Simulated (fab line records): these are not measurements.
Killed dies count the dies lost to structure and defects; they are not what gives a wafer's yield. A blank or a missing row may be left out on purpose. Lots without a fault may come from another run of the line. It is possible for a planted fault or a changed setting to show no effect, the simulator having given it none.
Struck lot and sound lot, side by side | flow nandHarc | 40 steps out of a route of 1302
Sound: wafers L107.1, L107.4, L107.5. Struck: wafer L106.2 (L106.1, L106.5, from the same lot, were not struck and are left out); the cause is given at the end.
Per side, at each step with rows, come the tool, then ch with its chambers, and then its first start. Under that, the readings that differ: sound wafers | struck wafers | difference of the means | sigmas: that difference in standard deviations of wafers without a fault.
alike: readings with means less than 2 such deviations apart, plus words and numbers identical on both sides. not compared: withheld readings, readings lacking a value on some wafer, bounds such as >300 that could conceal the same value, and numbers that have no deviation in the record and whose values overlap.
A row with sigmas, a row that says differs or no value, or rows on one side alone: a step with any of these is where the two part. Non-overlapping numbers with no deviation appear without sigmas and do not part them. A reading missing from all wafers of one side parts the sides only when that side holds two or more wafers.

first, 2 steps without rows for these wafers: NHARC_A_STAIRCASE_DESCUM_291 (chemistry O2, time 3 s); NHARC_A_STAIRCASE_ETCH_292 (etches the open film in CF4/CHF3).
NHARC_A_STAIRCASE_HM_OPEN_460: chemistry O2/COS.
  sound on rieDiel-13 ch 1,2,3; struck on rieDiel-13 ch 3
reading                      | sound          | struck | difference | sigmas
rfVppV (V)                   | 469 473 468    | 463    | -7         | -2
showerheadPlenumPTorr (Torr) | 3.32 3.37 3.19 | 2.89   | -0.40      | -3
  alike: drypumpMotorCurrentA, oesProductAu, throttleValvePct
  not compared: rfHoursCounterH
then, 2 steps without rows for these wafers: NHARC_A_STAIRCASE_STRIP_461 (strips in O2/COS); NHARC_A_STAIRCASE_ETCH_452 (etches the open film in CF4/O2, target depth 30 nm, overetch 3 nm, time 16.5 s).
NHARC_A_STAIRCASE_ETCH_294: etches the open film in C4F8/O2/Ar, target depth 4989 nm, time 1211.6 s.
  sound on rieDiel-13 ch 0,3; struck on rieDiel-13 ch 1
reading             | sound             | struck | difference | sigmas
oesProductAu (a.u.) | 0.936 0.931 0.941 | 0.916  | -0.020     | -2
  alike: rfVppV
  not compared: rfHoursCounterH
then, 5 steps without rows for these wafers: NHARC_A_STAIRCASE_STRIP_295 (strips in O2); NHARC_A_STAIRCASE_STRIP_296 (strips in SPM, time 900 s); NHARC_A_STAIRCASE_PRECLEAN_297 (cleans in SC1); NHARC_A_STAIRCASE_SRD_298; NHARC_A_STAIRCASE_HM_DEP_462 (deposits aC, target thk 800 nm).
NHARC_A_STAIRCASE_DEP_301: deposits SiON, target thk 30 nm.
  sound on pecvd-02 ch 0,1,2, day 23 11:49; struck on pecvd-04 ch 2, day 22 18:06
  alike: chamberPressureTorr, heaterPowerOuterW, heaterPowerW
then, 10 steps without rows for these wafers: NHARC_A_STAIRCASE_DEHYDRATE_302 (time 120 s); NHARC_A_STAIRCASE_HMDS_303 (time 30 s); NHARC_A_STAIRCASE_COAT_304; NHARC_A_STAIRCASE_SOFTBAKE_305 (time 170 s); NHARC_A_STAIRCASE_EBR_306; NHARC_A_STAIRCASE_EXPOSE_307 (exposes mask CHOP 50); NHARC_A_STAIRCASE_PEB_308 (peb time 130 s); NHARC_A_STAIRCASE_DEVELOP_309 (time 140 s); NHARC_A_STAIRCASE_HARDBAKE_311 (time 140 s); NHARC_A_STAIRCASE_DESCUM_312 (chemistry O2, time 3 s).
NHARC_A_STAIRCASE_ETCH_313: etches the open film in CF4/CHF3.
  sound on rieDiel-11 ch 0,1, day 23 15:10; struck on rieDiel-04 ch 3, day 22 19:04
  alike: chf3FlowSccm, drypumpMotorCurrentA, oesProductAu, rfVppV, showerheadPlenumPTorr, throttleValvePct
  not compared: rfHoursCounterH
then, 2 steps without rows for these wafers: NHARC_A_STAIRCASE_HM_OPEN_463 (chemistry O2/COS); NHARC_A_STAIRCASE_STRIP_464 (strips in O2/COS).
NHARC_A_STAIRCASE_ETCH_453: etches the open film in CF4/O2, target depth 30 nm, overetch 3 nm, time 16.5 s.
  sound on rieDiel-11 ch 0,2; struck on rieDiel-04 ch 1
  alike: drypumpMotorCurrentA, oes_o_777_au, oesProductAu, rfVppV, showerheadPlenumPTorr, throttleValvePct
  not compared: rfHoursCounterH
then, 8 steps without rows for these wafers: NHARC_A_STAIRCASE_ETCH_315 (etches the open film in C4F8/O2/Ar, target depth 2500 nm, time 607.1 s); NHARC_A_STAIRCASE_STRIP_316 (strips in O2); NHARC_A_STAIRCASE_STRIP_317 (strips in SPM, time 900 s); NHARC_A_STAIRCASE_PRECLEAN_318 (cleans in SC1); NHARC_A_STAIRCASE_SRD_329; NHARC_A_STAIRCASE_ALD_415 (deposits SiO2, target thk 30 nm, pulse time 6 s, ald cycles 300); NHARC_A_STAIRCASE_ETCHBACK_416 (etches the open film in C4F8/O2/Ar, target depth 36 nm, time 7.2 s); NHARC_A_STAIRCASE_STRIP_476 (strips in O2, time 20 s).
NHARC_A_STAIRCASE_DEP_417: deposits Si3N4, target thk 60 nm.
  sound on pecvd-02 ch 1,2, day 23 19:32; struck on pecvd-03 ch 0, day 22 23:05
  alike: heaterPowerOuterW, heaterPowerW
then, 4 steps without rows for these wafers: NHARC_A_STAIRCASE_WET_418 (chemistry H3PO4, target depth 20 nm); NHARC_A_STAIRCASE_PRECLEAN_419 (cleans in SC1); NHARC_A_STAIRCASE_SRD_421; NHARC_A_STAIRCASE_ALD_420 (deposits SiO2, target thk 20 nm, pulse time 6 s, ald cycles 200).
-- the record jumps here: 7 days lie between the struck wafers' starts before and after (it left off in module A_STAIRCASE and takes up again in module END, whose first step shown is number 1302 of the route) --
NHARC_END_SORT_01:
  here the record holds rows for the struck wafers (prober-02 ch 0, day 30 00:58) but none for the sound ones

WHERE THEY PART
First at NHARC_A_STAIRCASE_HM_OPEN_460; last, within this record, at NHARC_END_SORT_01.

WHY: whatever the simulator had introduced
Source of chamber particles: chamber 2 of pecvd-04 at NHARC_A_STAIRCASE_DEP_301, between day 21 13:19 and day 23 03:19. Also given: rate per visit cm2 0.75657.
